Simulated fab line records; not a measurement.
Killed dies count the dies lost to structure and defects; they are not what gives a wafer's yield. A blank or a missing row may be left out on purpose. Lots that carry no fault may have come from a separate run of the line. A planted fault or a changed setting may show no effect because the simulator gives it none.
Which of the tools did it? ; flow n5-finfet ; Sampling: 20 lots, 60 wafers, 6 of 1938 route steps

WHAT EACH GAUGE READ, for each wafer
N5_FIN_CUT_INSPECT_17: inspects for defects (brightfield). Usual: 241 for raw-defect-count, sd 65.
lot;measured;on;raw-defect-count;flag
L074;day 2 05:00;defect-inspect-01;189 225 277;
L075;day 2 10:43;defect-inspect-01;174 290 213;
L078;day 3 05:25;defect-inspect-01;258 250 284;
L079;day 3 14:37;defect-inspect-01;180 312 273;
L080;day 3 18:48;defect-inspect-02;321 338 293;
L081;day 3 23:20;defect-inspect-01;192 155 172;
L082;day 4 05:47;defect-inspect-01;264 225 160;
L083;day 4 10:51;defect-inspect-02;247 131 257;
L084;day 4 15:45;defect-inspect-01;424 307 308;
L085;day 5 00:38;defect-inspect-02;223 353 273;
L086;day 5 05:21;defect-inspect-01;227 236 267;
L087;day 5 11:45;defect-inspect-02;298 306 212;
L088;day 5 16:32;defect-inspect-01;185 292 378;
L090;day 6 04:04;defect-inspect-01;339 338 299;
L092;day 6 16:58;defect-inspect-01;200 198 215;
L093;day 6 22:16;defect-inspect-01;271 336 319;
L094;day 7 03:38;defect-inspect-01;262 274 284;
L095;day 7 09:37;defect-inspect-01;166 247 321;
L096;day 7 16:47;defect-inspect-01;276 331 179;
L097;day 7 21:59;defect-inspect-02;243 185 225;

WHAT TOOL EACH LOT RAN ON (gives the tool, then ch and the chambers of the sampled wafers, and finally the start)
lot;N5_FIN_SAQP_ALD_61;N5_FIN_SAQP_ETCH_57;N5_FIN_SAQP_ETCH_34;N5_FIN_CUT_CUT_ETCH_26;N5_FIN_CUT_CUT_ETCH_27
L074;ald-sin-03 ch 0,3, day 1 20:29;rie-diel-01 ch 1,2,3, day 2 01:33;rie-diel-04 ch 0,1,2, day 2 03:10;rie-diel-05 ch 0,1,2, day 2 04:29;rie-diel-05 ch 0,1,2, day 2 04:32
L075;ald-sin-02 ch 0,3, day 2 03:45;rie-diel-04 ch 0,1, day 2 07:14;rie-diel-04 ch 2,3, day 2 08:55;rie-diel-03 ch 0,1,3, day 2 10:15;rie-diel-03 ch 0,1,3, day 2 10:17
L078;ald-sin-03 ch 1,2,3, day 2 20:21;rie-diel-01 ch 0,2,3, day 3 01:37;rie-diel-04 ch 2,3, day 3 03:28;rie-diel-05 ch 0,3, day 3 04:56;rie-diel-05 ch 0,3, day 3 04:58
L079;ald-sin-02 ch 0,1,2, day 3 05:34;rie-diel-01 ch 0,3, day 3 09:59;rie-diel-01 ch 1,2, day 3 12:39;rie-diel-05 ch 0,1,2, day 3 14:07;rie-diel-05 ch 0,1,2, day 3 14:09
L080;ald-sin-02 ch 1,2, day 3 09:55;rie-diel-04 ch 0,1,3, day 3 14:47;rie-diel-06 ch 1,2,3, day 3 16:50;rie-diel-05 ch 0,2,3, day 3 18:17;rie-diel-05 ch 0,2,3, day 3 18:20
L081;ald-sin-03 ch 0,2, day 3 15:41;rie-diel-01 ch 1,2, day 3 19:26;rie-diel-06 ch 0,1,3, day 3 21:25;rie-diel-02 ch 0,2,3, day 3 22:52;rie-diel-02 ch 0,2,3, day 3 22:55
L082;ald-sin-04 ch 0,1,3, day 3 22:10;rie-diel-06 ch 0,2, day 4 01:49;rie-diel-01 ch 2,3, day 4 03:58;rie-diel-02 ch 0,2,3, day 4 05:19;rie-diel-02 ch 0,2,3, day 4 05:21
L083;ald-sin-03 ch 0,3, day 4 03:38;rie-diel-04 ch 0,1,2, day 4 07:11;rie-diel-04 ch 1,2,3, day 4 09:03;rie-diel-02 ch 0,1,3, day 4 10:22;rie-diel-02 ch 0,1,3, day 4 10:25
L084;ald-sin-03 ch 0,1,3, day 4 08:32;rie-diel-04 ch 1,2, day 4 11:59;rie-diel-06 ch 1,3, day 4 13:37;rie-diel-03 ch 2,3, day 4 15:12;rie-diel-03 ch 2,3, day 4 15:15
L085;ald-sin-02 ch 0,2,3, day 4 14:22;rie-diel-01 ch 0,1, day 4 19:17;rie-diel-01 ch 0,3, day 4 22:20;rie-diel-02 ch 1,2,3, day 4 23:41;rie-diel-02 ch 1,2,3, day 4 23:43
L086;ald-sin-04 ch 0,1,3, day 4 21:32;rie-diel-01 ch 0,1,2, day 5 01:25;rie-diel-01 ch 2,3, day 5 03:10;rie-diel-02 ch 0,1, day 5 04:50;rie-diel-02 ch 0,1, day 5 04:54
L087;ald-sin-03 ch 0,1, day 5 04:26;rie-diel-04 ch 1,2,3, day 5 07:45;rie-diel-04 ch 0,1, day 5 09:46;rie-diel-03 ch 2,3, day 5 11:13;rie-diel-03 ch 2,3, day 5 11:16
L088;ald-sin-04 ch 0,1,2, day 5 08:50;rie-diel-01 ch 1,3, day 5 12:56;rie-diel-01 ch 1,2,3, day 5 14:43;rie-diel-05 ch 0,2, day 5 16:03;rie-diel-05 ch 0,2, day 5 16:06
L090;ald-sin-04 ch 0,1,2, day 5 20:36;rie-diel-04 ch 2,3, day 6 00:30;rie-diel-06 ch 0,3, day 6 02:07;rie-diel-02 ch 0,1,2, day 6 03:35;rie-diel-02 ch 0,1,2, day 6 03:38
L092;ald-sin-03 ch 0,1,2, day 6 08:49;rie-diel-04 ch 0,3, day 6 13:11;rie-diel-01 ch 0,1,2, day 6 15:02;rie-diel-05 ch 0,2, day 6 16:29;rie-diel-05 ch 0,2, day 6 16:32
L093;ald-sin-02 ch 2,3, day 6 14:20;rie-diel-01 ch 2,3, day 6 18:14;rie-diel-06 ch 0,1, day 6 20:05;rie-diel-03 ch 0,3, day 6 21:46;rie-diel-03 ch 0,3, day 6 21:49
L094;ald-sin-02 ch 0,2,3, day 6 20:22;rie-diel-01 ch 0,1,3, day 6 23:59;rie-diel-04 ch 0,2,3, day 7 01:37;rie-diel-05 ch 0,1,3, day 7 03:09;rie-diel-05 ch 0,1,3, day 7 03:12
L095;ald-sin-02 ch 1,2,3, day 7 02:19;rie-diel-06 ch 1,3, day 7 05:39;rie-diel-04 ch 0,2,3, day 7 07:26;rie-diel-05 ch 0,2, day 7 08:57;rie-diel-05 ch 0,2, day 7 09:00
L096;ald-sin-04 ch 0,1,3, day 7 09:21;rie-diel-04 ch 0,2,3, day 7 12:57;rie-diel-01 ch 0,2,3, day 7 14:50;rie-diel-02 ch 0,1,2, day 7 16:19;rie-diel-02 ch 0,1,2, day 7 16:22
L097;ald-sin-02 ch 2,3, day 7 14:28;rie-diel-04 ch 0,2, day 7 18:16;rie-diel-06 ch 1,3, day 7 20:02;rie-diel-05 ch 0,1,2, day 7 21:29;rie-diel-05 ch 0,1,2, day 7 21:32
- N5_FIN_SAQP_ALD_61: deposits SiO2, target thk 4 nm, pulse time 1 s, purge time 2 s.
- N5_FIN_SAQP_ETCH_57: etches SiNx in CH3F/O2, target depth 32.5 nm, time 46.4 s.
- N5_FIN_SAQP_ETCH_34: etches SiO2 in C4F6/O2, target depth 45 nm, time 15 s.
- N5_FIN_CUT_CUT_ETCH_26: etches SiNx in CH3F/O2, target depth 39 nm, time 55.7 s.
- N5_FIN_CUT_CUT_ETCH_27: etches SiO2 in CHF3/O2, target depth 4 nm, overetch 2 nm, time 4.9 s.

WHAT THE TOOLS THEMSELVES READ (means of the sampled wafers that have a number; where no wafer has one, the mark that the record gives instead)
N5_FIN_SAQP_ALD_61. Usual: heater-power-w 479 W, standard deviation 33; precursor-pulse-height-rel 1.001, standard deviation 0.021.
lot;tool;heater-power-w (W);precursor-pulse-height-rel;flag
L074;ald-sin-03;504;0.999;
L075;ald-sin-02;472;1.018;
L078;ald-sin-03;480;0.994;
L079;ald-sin-02;484;0.996;
L080;ald-sin-02;467;1.011;
L081;ald-sin-03;507;0.998;
L082;ald-sin-04;492;1.004;
L083;ald-sin-03;502;1.014;
L084;ald-sin-03;486;0.993;
L085;ald-sin-02;472;1.031;
L086;ald-sin-04;498;1.010;
L087;ald-sin-03;467;0.996;
L088;ald-sin-04;511;1.001;
L090;ald-sin-04;515;0.986;
L092;ald-sin-03;466;0.993;
L093;ald-sin-02;484;0.992;
L094;ald-sin-02;477;1.003;
L095;ald-sin-02;463;0.986;
L096;ald-sin-04;500;0.999;
L097;ald-sin-02;458;0.997;

N5_FIN_SAQP_ETCH_57. Usual: drypump-motor-current-A 5.7 A (standard deviation 0.33); etch-rf-on-time-s 46.0 s (standard deviation 1.2); oes-product-au 0.68 a.u. (standard deviation 0.076); rf-fwd-power-W 388.8 W (standard deviation 1.7); rf-vpp-V 299 V (standard deviation 8.4); showerhead-plenum-p-Torr 2.02 Torr (standard deviation 0.048); throttle-valve-pct 16.34 % (standard deviation 0.28).
lot;tool;drypump-motor-current-A (A);etch-rf-on-time-s (s);oes-product-au (a.u.);rf-fwd-power-W (W);rf-vpp-V (V);showerhead-plenum-p-Torr (Torr);throttle-valve-pct (%);flag
L074;rie-diel-01;5.7;47.1;0.69;389.0;302;2.01;16.52;
L075;rie-diel-04;5.7;46.0;0.63;388.0;307;2.02;16.22;
L078;rie-diel-01;5.5;46.4;0.66;387.5;296;2.00;16.54;
L079;rie-diel-01;5.2;45.8;0.66;388.5;295;2.03;16.45;
L080;rie-diel-04;5.9;46.2;0.73;388.5;305;2.00;16.11;
L081;rie-diel-01;5.6;46.1;0.64;390.5;301;2.02;16.65;
L082;rie-diel-06;5.6;45.5;0.76;389.1;311;1.99;16.02;
L083;rie-diel-04;5.7;45.5;0.69;386.9;301;2.04;16.08;
L084;rie-diel-04;5.4;45.6;0.62;388.6;299;2.03;16.22;
L085;rie-diel-01;5.3;45.8;0.75;389.7;294;2.05;16.21;
L086;rie-diel-01;5.5;47.2;0.68;391.2;296;2.01;16.51;
L087;rie-diel-04;5.7;46.6;0.65;389.3;297;2.02;16.21;
L088;rie-diel-01;5.5;46.8;0.72;388.2;305;2.03;16.37;
L090;rie-diel-04;5.7;45.9;0.64;390.5;291;2.03;16.16;
L092;rie-diel-04;6.1;46.1;0.72;387.6;302;1.98;16.13;
L093;rie-diel-01;5.7;46.9;0.63;388.2;298;1.95;16.74;
L094;rie-diel-01;5.4;45.8;0.71;389.3;300;2.03;16.32;
L095;rie-diel-06;6.0;47.0;0.67;389.0;288;2.04;16.34;
L096;rie-diel-04;5.9;44.5;0.69;388.4;298;2.02;16.13;
L097;rie-diel-04;5.7;43.0;0.67;388.6;294;2.06;16.10;

N5_FIN_SAQP_ETCH_34. Usual: drypump-motor-current-A 5.7 A (standard deviation 0.3); etch-rf-on-time-s 14.9 s (standard deviation 0.32); oes-product-au 0.68 a.u. (standard deviation 0.072); rf-fwd-power-W 336.3 W (standard deviation 1); rf-vpp-V 669 V (standard deviation 21); showerhead-plenum-p-Torr 2.87 Torr (standard deviation 0.064); throttle-valve-pct 21.1 % (standard deviation 0.3).
lot;tool;drypump-motor-current-A (A);etch-rf-on-time-s (s);oes-product-au (a.u.);rf-fwd-power-W (W);rf-vpp-V (V);showerhead-plenum-p-Torr (Torr);throttle-valve-pct (%);flag
L074;rie-diel-04;5.7;14.9;0.63;335.8;673;2.91;20.9;
L075;rie-diel-04;5.7;14.6;0.68;336.1;650;2.91;20.9;
L078;rie-diel-04;5.9;14.9;0.70;336.7;660;2.86;20.9;
L079;rie-diel-01;5.8;15.3;0.62;336.1;666;2.81;21.5;
L080;rie-diel-06;5.9;14.8;0.70;336.8;656;2.92;21.2;
L081;rie-diel-06;5.9;15.0;0.70;336.1;670;2.88;20.9;
L082;rie-diel-01;5.7;15.4;0.65;334.8;667;2.79;21.5;
L083;rie-diel-04;5.7;14.9;0.66;335.8;666;2.87;20.9;
L084;rie-diel-06;6.0;15.0;0.64;336.0;651;2.94;21.2;
L085;rie-diel-01;5.4;14.7;0.78;335.5;671;2.88;20.9;
L086;rie-diel-01;5.6;15.0;0.70;336.7;675;2.83;21.2;
L087;rie-diel-04;5.7;14.7;0.68;336.4;688;2.86;20.9;
L088;rie-diel-01;5.7;15.1;0.66;336.8;676;2.84;21.3;
L090;rie-diel-06;5.8;15.2;0.73;335.2;687;2.82;20.7;
L092;rie-diel-01;5.5;15.0;0.67;337.1;662;2.85;21.2;
L093;rie-diel-06;5.8;14.9;0.63;336.2;676;2.89;21.1;
L094;rie-diel-04;6.0;14.7;0.69;336.5;668;2.88;20.8;
L095;rie-diel-04;5.9;14.8;0.70;335.3;667;2.88;20.8;
L096;rie-diel-01;5.5;15.1;0.69;336.6;662;2.83;21.2;
L097;rie-diel-06;6.0;15.2;0.66;336.6;643;2.90;21.1;

N5_FIN_CUT_CUT_ETCH_26. Usual: drypump-motor-current-A 5.7 A, standard deviation 0.48; oes-product-au 0.81 a.u., standard deviation 0.079; rf-fwd-power-W 391.3 W, standard deviation 1.3; rf-vpp-V 300 V, standard deviation 6.6; showerhead-plenum-p-Torr 2.00 Torr, standard deviation 0.041; throttle-valve-pct 16.24 %, standard deviation 0.23.
lot;tool;drypump-motor-current-A (A);oes-product-au (a.u.);rf-fwd-power-W (W);rf-vpp-V (V);showerhead-plenum-p-Torr (Torr);throttle-valve-pct (%);flag
L074;rie-diel-05;5.7;0.80;389.8;294;2.03;16.13;
L075;rie-diel-03;5.6;0.83;392.1;303;2.01;16.25;
L078;rie-diel-05;6.2;0.83;390.9;300;1.98;16.44;
L079;rie-diel-05;5.8;0.79;391.0;296;2.03;16.15;
L080;rie-diel-05;6.0;0.82;391.5;297;2.00;16.30;
L081;rie-diel-02;5.7;0.83;391.6;304;1.99;16.23;
L082;rie-diel-02;5.8;0.83;391.3;304;1.99;16.23;
L083;rie-diel-02;5.5;0.86;390.6;305;1.97;16.14;
L084;rie-diel-03;6.0;0.76;390.7;295;2.05;16.26;
L085;rie-diel-02;5.8;0.77;391.7;301;1.98;16.37;
L086;rie-diel-02;5.6;0.87;390.6;302;1.96;16.08;
L087;rie-diel-03;6.0;0.76;391.1;295;2.04;16.28;
L088;rie-diel-05;5.9;0.81;389.9;293;2.01;16.17;
L090;rie-diel-02;5.8;0.83;390.5;303;1.97;16.18;
L092;rie-diel-05;5.9;0.76;389.4;299;1.99;16.29;
L093;rie-diel-03;5.7;0.85;391.9;303;1.97;16.17;
L094;rie-diel-05;5.9;0.77;391.4;297;2.00;16.36;
L095;rie-diel-05;5.8;0.80;390.9;294;2.01;16.20;
L096;rie-diel-02;5.9;0.81;391.0;302;1.97;16.20;
L097;rie-diel-05;5.8;0.76;391.7;294;2.02;16.21;

N5_FIN_CUT_CUT_ETCH_27. Usual: drypump-motor-current-A 5.7 A, standard deviation 0.48; oes-product-au 0.64 a.u., standard deviation 0.056; rf-fwd-power-W 644.2 W, standard deviation 2.3; rf-vpp-V 528 V, standard deviation 12; showerhead-plenum-p-Torr 2.41 Torr, standard deviation 0.048; throttle-valve-pct 18.70 %, standard deviation 0.23.
lot;tool;drypump-motor-current-A (A);oes-product-au (a.u.);rf-fwd-power-W (W);rf-vpp-V (V);showerhead-plenum-p-Torr (Torr);throttle-valve-pct (%);flag
L074;rie-diel-05;5.8;0.64;644.3;519;2.45;18.59;
L075;rie-diel-03;5.6;0.65;645.5;533;2.42;18.70;
L078;rie-diel-05;6.2;0.65;643.7;530;2.38;18.95;
L079;rie-diel-05;5.8;0.62;642.0;519;2.44;18.61;
L080;rie-diel-05;6.1;0.64;644.3;523;2.40;18.77;
L081;rie-diel-02;5.7;0.65;642.7;537;2.39;18.68;
L082;rie-diel-02;5.7;0.64;644.5;536;2.39;18.68;
L083;rie-diel-02;5.5;0.67;643.9;537;2.37;18.59;
L084;rie-diel-03;6.0;0.60;644.3;520;2.47;18.72;
L085;rie-diel-02;5.9;0.62;644.2;531;2.38;18.79;
L086;rie-diel-02;5.6;0.68;641.4;533;2.35;18.55;
L087;rie-diel-03;6.0;0.60;646.5;520;2.46;18.73;
L088;rie-diel-05;5.9;0.64;641.0;517;2.42;18.61;
L090;rie-diel-02;5.8;0.65;644.3;532;2.37;18.63;
L092;rie-diel-05;5.9;0.61;643.9;526;2.40;18.73;
L093;rie-diel-03;5.8;0.66;645.1;533;2.37;18.65;
L094;rie-diel-05;6.0;0.60;645.6;525;2.41;18.84;
L095;rie-diel-05;5.9;0.62;643.3;516;2.41;18.64;
L096;rie-diel-02;5.8;0.64;642.5;532;2.37;18.64;
L097;rie-diel-05;5.8;0.61;645.1;518;2.43;18.65;

THE ANSWER, worked out from the rows above alone
Rule: a lot counts as off when the mean over its wafers that have a number is more than 3 standard deviations away from the usual mean. A lot without any number at a reading at which 4 lots or more have one is off too. The other lots that the step has rows for count as sound. Order of review: gauges by route order, followed by the tools' own readings, for which a lot's mean as printed above is used. The first step at which some lot is off is used, and at that step the reading that is off furthest; a lot without a number counts as furthest.
No lot is off at any reading shown: from this, nothing can be told.

WHAT HAD BEEN PUT IN BY THE SIMULATOR
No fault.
